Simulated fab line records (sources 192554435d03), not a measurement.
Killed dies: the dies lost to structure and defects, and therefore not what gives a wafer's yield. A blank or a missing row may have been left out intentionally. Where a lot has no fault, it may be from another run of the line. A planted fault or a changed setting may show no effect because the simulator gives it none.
Chamber matching | flow n5_finfet | N5_MOL_CONTACT_COAG_ALD_123 on ald_sin-03 has 4 sister chambers
The step deposits SiNx, target thk 5 nm, pulse time 1 s, purge time 2 s. 4 wafers are shown with their chamber, then 7 later ones without.

== WAFERS, EACH WITH ITS CHAMBER ==
wafer  | chamber | heater_power_w (W)
L637.2 | 2       | 728
L637.4 | 1       | 795
L642.6 | 3       | 864
L649.2 | 0       | 823

== WAFERS WITH NO CHAMBER GIVEN ==
wafer  | heater_power_w (W)
L649.5 | 829
L650.2 | 860
L650.3 | 836
L650.4 | 825
L651.2 | 700
L651.3 | 814
L651.4 | 863

== CHAMBER TAKEN BY EACH ==
wafer  | from the rows above     | in truth
L649.5 | 0                       | 0
L650.2 | 3                       | 3
L650.3 | can't be placed: 0 or 3 | 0
L650.4 | 0                       | 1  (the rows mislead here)
L651.2 | 2                       | 2
L651.3 | can't be placed: 0 or 1 | 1
L651.4 | 3                       | 3
Correctly placed: 4 of 7. Unplaceable from these rows: 2, with the true chamber sitting among the candidates in 2. Wrongly placed: 1.
How it was worked out, from the rows above alone: a wafer's distance from a chamber is the root of the sum, over the readings, of the square of ((its reading less the chamber's mean) divided by the reading's scatter). If the next closest chamber is less than 2 further off than the closest, the wafer can't be placed; otherwise it belongs to the closest. The mean given for a chamber averages the wafers shown for that chamber. The scatter (one wafer shown for each chamber): square how far every hidden wafer sits from the nearest shown wafer, average those squares and take the square root.
